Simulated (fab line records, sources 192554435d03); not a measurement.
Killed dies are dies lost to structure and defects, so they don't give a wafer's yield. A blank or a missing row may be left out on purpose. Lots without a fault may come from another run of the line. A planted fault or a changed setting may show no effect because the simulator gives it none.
Which tool did it? | flow n5_finfet | 24 lots, 72 wafers sampled, at 6 steps of a route of 1938

WHAT THE GAUGES READ, wafer by wafer
The record holds no reading of a measuring or inspecting step that can be judged against a usual standard deviation.

WHICH TOOL RAN EACH LOT (tool, then ch and the chambers of the sampled wafers, then the start)
lot  | N5_BEOL_M4_STRIP_36                | N5_BEOL_M4_ETCH_41                            | N5_BEOL_M4_DEGAS_44          | N5_BEOL_M4_ANNEAL_82         | N5_BEOL_M4_SPUTTER_88        | N5_BEOL_M4_SPUTTER_90
L074 | rie_diel-01 ch 0,3, day 8 02:04    | rie_diel-01 ch 0,3, day 8 03:07 or earlier    | pvd_sputter-03, day 8 03:07  | pvd_sputter-01, day 8 04:34  | pvd_sputter-01, day 8 04:55  | pvd_sputter-01, day 8 05:08
L076 | rie_diel-03 ch 1,2, day 8 05:46    | rie_diel-03 ch 1,2, day 8 06:16 or earlier    | pvd_sputter-01, day 8 06:16  | pvd_sputter-03, day 8 07:24  | pvd_sputter-03, day 8 07:46  | pvd_sputter-03, day 8 07:59
L075 | rie_diel-01 ch 0,3, day 8 19:09    | rie_diel-01 ch 0,3, day 8 20:03 or earlier    | pvd_sputter-03, day 8 20:03  | pvd_sputter-03, day 8 21:16  | pvd_sputter-03, day 8 21:38  | pvd_sputter-03, day 8 21:51
L077 | rie_diel-01 ch 0,1,2, day 8 23:45  | rie_diel-01 ch 0,1,2, day 9 00:28 or earlier  | pvd_sputter-01, day 9 00:28  | pvd_sputter-01, day 9 01:43  | pvd_sputter-01, day 9 02:05  | pvd_sputter-01, day 9 02:18
L078 | rie_diel-04 ch 0,1,3, day 9 02:53  | rie_diel-04 ch 0,1,3, day 9 03:35 or earlier  | pvd_sputter-02, day 9 03:35  | pvd_sputter-01, day 9 04:41  | pvd_sputter-01, day 9 05:02  | pvd_sputter-01, day 9 05:16
L080 | rie_diel-03 ch 0,1, day 9 08:32    | rie_diel-03 ch 0,1, day 9 09:29 or earlier    | pvd_sputter-02, day 9 09:29  | pvd_sputter-01, day 9 11:37  | pvd_sputter-01, day 9 11:59  | pvd_sputter-01, day 9 12:12
L079 | rie_diel-04 ch 0,1, day 9 12:47    | rie_diel-04 ch 0,1, day 9 13:17 or earlier    | pvd_sputter-03, day 9 13:17  | pvd_sputter-03, day 9 14:42  | pvd_sputter-03, day 9 15:04  | pvd_sputter-03, day 9 15:17
L082 | rie_diel-01 ch 2,3, day 9 16:14    | rie_diel-01 ch 2,3, day 9 16:54 or earlier    | pvd_sputter-03, day 9 16:54  | pvd_sputter-02, day 9 18:35  | pvd_sputter-02, day 9 18:56  | pvd_sputter-02, day 9 19:10
L083 | rie_diel-01 ch 0,1, day 10 04:58   | rie_diel-01 ch 0,1, day 10 05:40 or earlier   | pvd_sputter-01, day 10 05:40 | pvd_sputter-02, day 10 06:50 | pvd_sputter-02, day 10 07:11 | pvd_sputter-02, day 10 07:25
L081 | rie_diel-03 ch 1,2, day 10 05:10   | rie_diel-03 ch 1,2, day 10 05:44 or earlier   | pvd_sputter-02, day 10 05:44 | pvd_sputter-01, day 10 07:19 | pvd_sputter-01, day 10 07:40 | pvd_sputter-01, day 10 07:53
L084 | rie_diel-01 ch 1,3, day 10 05:22   | rie_diel-01 ch 1,3, day 10 05:55 or earlier   | pvd_sputter-02, day 10 05:55 | pvd_sputter-03, day 10 08:34 | pvd_sputter-03, day 10 08:56 | pvd_sputter-03, day 10 09:09
L085 | rie_diel-04 ch 1,2, day 10 22:56   | rie_diel-04 ch 1,2, day 10 23:33 or earlier   | pvd_sputter-01, day 10 23:33 | pvd_sputter-03, day 11 02:47 | pvd_sputter-03, day 11 03:08 | pvd_sputter-03, day 11 03:22
L087 | rie_diel-03 ch 0,1,2, day 11 11:33 | rie_diel-03 ch 0,1,2, day 11 12:13 or earlier | pvd_sputter-03, day 11 12:13 | pvd_sputter-01, day 11 13:22 | pvd_sputter-01, day 11 13:43 | pvd_sputter-01, day 11 13:56
L086 | rie_diel-04 ch 1,2, day 11 11:44   | rie_diel-04 ch 1,2, day 11 12:26 or earlier   | pvd_sputter-03, day 11 12:26 | pvd_sputter-02, day 11 14:08 | pvd_sputter-02, day 11 14:29 | pvd_sputter-02, day 11 14:43
L088 | rie_diel-03 ch 1,2, day 11 17:53   | rie_diel-03 ch 1,2, day 11 18:44 or earlier   | pvd_sputter-01, day 11 18:44 | pvd_sputter-02, day 11 19:53 | pvd_sputter-02, day 11 20:14 | pvd_sputter-02, day 11 20:28
L089 | rie_diel-04 ch 2,3, day 11 19:02   | rie_diel-04 ch 2,3, day 11 19:26 or earlier   | pvd_sputter-01, day 11 19:26 | pvd_sputter-02, day 11 21:49 | pvd_sputter-02, day 11 22:11 | pvd_sputter-02, day 11 22:24
L090 | rie_diel-01 ch 2,3, day 11 19:04   | rie_diel-01 ch 2,3, day 11 19:33 or earlier   | pvd_sputter-01, day 11 19:33 | pvd_sputter-03, day 11 21:50 | pvd_sputter-03, day 11 22:12 | pvd_sputter-03, day 11 22:25
L091 | rie_diel-03 ch 1,2,3, day 12 04:02 | rie_diel-03 ch 1,2,3, day 12 04:41 or earlier | pvd_sputter-03, day 12 04:41 | pvd_sputter-02, day 12 05:50 | pvd_sputter-02, day 12 06:11 | pvd_sputter-02, day 12 06:25
L092 | rie_diel-01 ch 1,2, day 12 04:02   | rie_diel-01 ch 1,2, day 12 04:37 or earlier   | pvd_sputter-03, day 12 04:37 | pvd_sputter-03, day 12 05:43 | pvd_sputter-03, day 12 06:04 | pvd_sputter-03, day 12 06:17
L093 | rie_diel-01 ch 0,1,2, day 12 23:32 | rie_diel-01 ch 0,1,2, day 12 23:59 or earlier | pvd_sputter-01, day 12 23:59 | pvd_sputter-03, day 13 02:38 | pvd_sputter-03, day 13 02:59 | pvd_sputter-03, day 13 03:13
L095 | rie_diel-01 ch 0,1,3, day 13 03:37 | rie_diel-01 ch 0,1,3, day 13 04:08 or earlier | pvd_sputter-01, day 13 04:08 | pvd_sputter-03, day 13 05:35 | pvd_sputter-03, day 13 05:57 | pvd_sputter-03, day 13 06:10
L094 | rie_diel-03 ch 1,2,3, day 13 05:13 | rie_diel-03 ch 1,2,3, day 13 05:43 or earlier | pvd_sputter-01, day 13 05:43 | pvd_sputter-01, day 13 06:53 | pvd_sputter-01, day 13 07:14 | pvd_sputter-01, day 13 07:28
L096 | rie_diel-01 ch 1,2,3, day 13 06:22 | rie_diel-01 ch 1,2,3, day 13 07:05 or earlier | pvd_sputter-03, day 13 07:05 | pvd_sputter-03, day 13 08:14 | pvd_sputter-03, day 13 08:35 | pvd_sputter-03, day 13 08:49
L097 | rie_diel-04 ch 0,1,2, day 13 22:38 | rie_diel-04 ch 0,1,2, day 13 23:08 or earlier | pvd_sputter-03, day 13 23:08 | pvd_sputter-03, day 14 00:28 | pvd_sputter-03, day 14 00:49 | pvd_sputter-03, day 14 01:02
- N5_BEOL_M4_STRIP_36: strips in N2/H2.
- N5_BEOL_M4_ETCH_41: etches SiCN in CH3F/O2, target depth 29.9 nm, time 52.5 s.
- N5_BEOL_M4_DEGAS_44: time 60 s.
- N5_BEOL_M4_ANNEAL_82: time 240 s.
- N5_BEOL_M4_SPUTTER_88: material Cu, target thk 4.5 nm, time 8.29 s.
- N5_BEOL_M4_SPUTTER_90: material Cu, target thk 4.5 nm, time 8.29 s.

WHAT THE TOOLS THEMSELVES READ (means of the sampled wafers that have a number; where no wafer has one, the mark that the record gives instead)
N5_BEOL_M4_STRIP_36.
lot  | tool        | drypump_motor_current_A (A) | oes_product_au (a.u.) | power_w (W) | rf_vpp_V (V) | showerhead_plenum_p_Torr (Torr) | temp_c (C) | throttle_valve_pct (%)
L074 | rie_diel-01 | 5.5                         | 0.71                  | 448.8       | 59.7         | 2.55                            | 40.01      | 23.41
L076 | rie_diel-03 | 5.5                         | 0.92                  | 449.9       | 58.1         | 2.59                            | 39.97      | 23.26
L075 | rie_diel-01 | 5.5                         | 0.70                  | 448.2       | 58.1         | 2.55                            | 40.09      | 23.41
L077 | rie_diel-01 | 5.8                         | 0.83                  | 451.7       | 59.7         | 2.49                            | 39.97      | 23.23
L078 | rie_diel-04 | 5.5                         | 0.78                  | 449.5       | 58.7         | 2.47                            | 39.99      | 23.51
L080 | rie_diel-03 | 5.5                         | 0.81                  | 448.3       | 59.8         | 2.56                            | 39.98      | 23.53
L079 | rie_diel-04 | 5.9                         | 0.78                  | 450.9       | 58.8         | 2.47                            | 39.97      | 23.29
L082 | rie_diel-01 | 5.7                         | 0.84                  | 450.0       | 58.0         | 2.54                            | 40.04      | 23.44
L083 | rie_diel-01 | 5.8                         | 0.79                  | 449.3       | 59.8         | 2.51                            | 40.06      | 23.12
L081 | rie_diel-03 | 5.3                         | 0.88                  | 449.9       | 59.2         | 2.58                            | 39.89      | 23.44
L084 | rie_diel-01 | 5.5                         | 0.73                  | 449.3       | 58.8         | 2.59                            | 39.99      | 23.36
L085 | rie_diel-04 | 5.4                         | 0.85                  | 451.6       | 59.1         | 2.46                            | 39.97      | 23.43
L087 | rie_diel-03 | 5.7                         | 0.80                  | 447.8       | 59.3         | 2.55                            | 40.03      | 23.39
L086 | rie_diel-04 | 5.4                         | 0.84                  | 450.2       | 59.3         | 2.46                            | 40.00      | 23.43
L088 | rie_diel-03 | 5.3                         | 0.85                  | 448.5       | 60.2         | 2.57                            | 39.92      | 23.46
L089 | rie_diel-04 | 5.1                         | 0.77                  | 448.9       | 58.4         | 2.44                            | 40.00      | 23.49
L090 | rie_diel-01 | 5.7                         | 0.82                  | 449.9       | 57.3         | 2.53                            | 40.05      | 23.48
L091 | rie_diel-03 | 5.4                         | 0.88                  | 450.7       | 60.0         | 2.55                            | 39.97      | 23.49
L092 | rie_diel-01 | 5.8                         | 0.83                  | 450.9       | 58.0         | 2.54                            | 40.04      | 23.17
L093 | rie_diel-01 | 5.8                         | 0.78                  | 450.2       | 59.8         | 2.48                            | 40.08      | 23.28
L095 | rie_diel-01 | 5.6                         | 0.72                  | 450.4       | 59.0         | 2.51                            | 40.05      | 23.29
L094 | rie_diel-03 | 5.4                         | 0.87                  | 450.9       | 58.8         | 2.55                            | 39.93      | 23.49
L096 | rie_diel-01 | 5.6                         | 0.77                  | 449.5       | 57.8         | 2.55                            | 40.00      | 23.38
L097 | rie_diel-04 | 5.7                         | 0.86                  | 447.9       | 59.2         | 2.45                            | 39.97      | 23.23

N5_BEOL_M4_ETCH_41.
lot  | tool        | drypump_motor_current_A (A) | oes_product_au (a.u.) | rf_vpp_V (V) | showerhead_plenum_p_Torr (Torr) | throttle_valve_pct (%)
L074 | rie_diel-01 | 5.4                         | 0.72                  | 298.0        | 2.02                            | 16.38
L076 | rie_diel-03 | 5.4                         | 0.92                  | 297.9        | 2.03                            | 15.85
L075 | rie_diel-01 | 5.4                         | 0.71                  | 297.1        | 2.02                            | 16.39
L077 | rie_diel-01 | 5.8                         | 0.83                  | 295.9        | 1.97                            | 16.11
L078 | rie_diel-04 | 5.5                         | 0.78                  | 296.7        | 1.93                            | 16.29
L080 | rie_diel-03 | 5.5                         | 0.83                  | 296.9        | 2.02                            | 16.28
L079 | rie_diel-04 | 5.8                         | 0.77                  | 295.9        | 1.95                            | 16.28
L082 | rie_diel-01 | 5.7                         | 0.83                  | 297.4        | 2.02                            | 16.26
L083 | rie_diel-01 | 5.7                         | 0.80                  | 296.8        | 1.99                            | 16.04
L081 | rie_diel-03 | 5.3                         | 0.88                  | 298.1        | 2.03                            | 16.03
L084 | rie_diel-01 | 5.4                         | 0.73                  | 298.0        | 2.07                            | 16.27
L085 | rie_diel-04 | 5.4                         | 0.84                  | 295.9        | 1.94                            | 16.12
L087 | rie_diel-03 | 5.7                         | 0.80                  | 297.8        | 2.01                            | 16.17
L086 | rie_diel-04 | 5.4                         | 0.84                  | 296.0        | 1.94                            | 16.15
L088 | rie_diel-03 | 5.3                         | 0.86                  | 298.3        | 2.03                            | 16.07
L089 | rie_diel-04 | 5.1                         | 0.75                  | 295.9        | 1.92                            | 16.30
L090 | rie_diel-01 | 5.7                         | 0.81                  | 297.0        | 2.01                            | 16.28
L091 | rie_diel-03 | 5.4                         | 0.89                  | 296.9        | 2.00                            | 16.08
L092 | rie_diel-01 | 5.8                         | 0.83                  | 297.3        | 2.01                            | 16.03
L093 | rie_diel-01 | 5.8                         | 0.78                  | 296.7        | 1.96                            | 16.18
L095 | rie_diel-01 | 5.6                         | 0.72                  | 297.6        | 1.99                            | 16.29
L094 | rie_diel-03 | 5.4                         | 0.87                  | 297.5        | 2.00                            | 16.11
L096 | rie_diel-01 | 5.7                         | 0.78                  | 297.0        | 2.03                            | 16.22
L097 | rie_diel-04 | 5.6                         | 0.84                  | 295.5        | 1.93                            | 16.10

N5_BEOL_M4_DEGAS_44.
lot  | tool           | heater_power_w (W)
L074 | pvd_sputter-03 | 356
L076 | pvd_sputter-01 | 287
L075 | pvd_sputter-03 | 357
L077 | pvd_sputter-01 | 313
L078 | pvd_sputter-02 | 326
L080 | pvd_sputter-02 | 327
L079 | pvd_sputter-03 | 370
L082 | pvd_sputter-03 | 361
L083 | pvd_sputter-01 | 323
L081 | pvd_sputter-02 | 320
L084 | pvd_sputter-02 | 333
L085 | pvd_sputter-01 | 282
L087 | pvd_sputter-03 | 355
L086 | pvd_sputter-03 | 362
L088 | pvd_sputter-01 | 313
L089 | pvd_sputter-01 | 310
L090 | pvd_sputter-01 | 287
L091 | pvd_sputter-03 | 340
L092 | pvd_sputter-03 | 345
L093 | pvd_sputter-01 | 283
L095 | pvd_sputter-01 | 314
L094 | pvd_sputter-01 | 309
L096 | pvd_sputter-03 | 371
L097 | pvd_sputter-03 | 355

N5_BEOL_M4_ANNEAL_82.
lot  | tool           | heater_power_w (W)
L074 | pvd_sputter-01 | 782
L076 | pvd_sputter-03 | 928
L075 | pvd_sputter-03 | 954
L077 | pvd_sputter-01 | 699
L078 | pvd_sputter-01 | 794
L080 | pvd_sputter-01 | 790
L079 | pvd_sputter-03 | 886
L082 | pvd_sputter-02 | 812
L083 | pvd_sputter-02 | 789
L081 | pvd_sputter-01 | 791
L084 | pvd_sputter-03 | 896
L085 | pvd_sputter-03 | 902
L087 | pvd_sputter-01 | 717
L086 | pvd_sputter-02 | 776
L088 | pvd_sputter-02 | 819
L089 | pvd_sputter-02 | 804
L090 | pvd_sputter-03 | 945
L091 | pvd_sputter-02 | 786
L092 | pvd_sputter-03 | 908
L093 | pvd_sputter-03 | 925
L095 | pvd_sputter-03 | 951
L094 | pvd_sputter-01 | 725
L096 | pvd_sputter-03 | 885
L097 | pvd_sputter-03 | 918

N5_BEOL_M4_SPUTTER_88.
lot  | tool           | throttle_valve_pct (%)
L074 | pvd_sputter-01 | 30.2
L076 | pvd_sputter-03 | 30.1
L075 | pvd_sputter-03 | 30.0
L077 | pvd_sputter-01 | 30.8
L078 | pvd_sputter-01 | 30.2
L080 | pvd_sputter-01 | 30.4
L079 | pvd_sputter-03 | 30.4
L082 | pvd_sputter-02 | 30.4
L083 | pvd_sputter-02 | 30.5
L081 | pvd_sputter-01 | 30.1
L084 | pvd_sputter-03 | 30.3
L085 | pvd_sputter-03 | 30.6
L087 | pvd_sputter-01 | 30.6
L086 | pvd_sputter-02 | 30.9
L088 | pvd_sputter-02 | 31.5
L089 | pvd_sputter-02 | 30.4
L090 | pvd_sputter-03 | 29.9
L091 | pvd_sputter-02 | 30.0
L092 | pvd_sputter-03 | 30.4
L093 | pvd_sputter-03 | 30.3
L095 | pvd_sputter-03 | 30.0
L094 | pvd_sputter-01 | 30.7
L096 | pvd_sputter-03 | 30.5
L097 | pvd_sputter-03 | 30.3

N5_BEOL_M4_SPUTTER_90.
lot  | tool           | throttle_valve_pct (%)
L074 | pvd_sputter-01 | 30.2
L076 | pvd_sputter-03 | 30.2
L075 | pvd_sputter-03 | 30.0
L077 | pvd_sputter-01 | 30.6
L078 | pvd_sputter-01 | 30.3
L080 | pvd_sputter-01 | 30.2
L079 | pvd_sputter-03 | 30.5
L082 | pvd_sputter-02 | 30.5
L083 | pvd_sputter-02 | 30.5
L081 | pvd_sputter-01 | 30.1
L084 | pvd_sputter-03 | 30.3
L085 | pvd_sputter-03 | 30.6
L087 | pvd_sputter-01 | 30.7
L086 | pvd_sputter-02 | 31.0
L088 | pvd_sputter-02 | 31.5
L089 | pvd_sputter-02 | 30.3
L090 | pvd_sputter-03 | 30.0
L091 | pvd_sputter-02 | 29.9
L092 | pvd_sputter-03 | 30.5
L093 | pvd_sputter-03 | 30.3
L095 | pvd_sputter-03 | 30.0
L094 | pvd_sputter-01 | 30.6
L096 | pvd_sputter-03 | 30.3
L097 | pvd_sputter-03 | 30.2

THE ANSWER, worked out from the rows above alone
Rule: what is usual is taken from the lots themselves. Put in order of their means at a reading, lots are off if they are a third of the lots or fewer, leave a main group of 4 or more, and stand apart from it by a gap of 3 or more times the standard deviation of the main group's means; of several such gaps the widest counts. A main group whose means are all the same, to the digits that the tables above print for the reading, isn't used. A lot without any number at a reading at which 4 lots or more have one is off too. The other lots that the step has rows for count as sound. The gauges are gone through in route order, then the tools' own readings, and for those a lot's mean is taken as printed above. The first step at which some lot is off is used, and at that step the reading that is off furthest; a lot without a number counts as furthest.
No lot is off at any reading shown: from this, nothing can be told.

WHAT THE SIMULATOR HAD PUT IN
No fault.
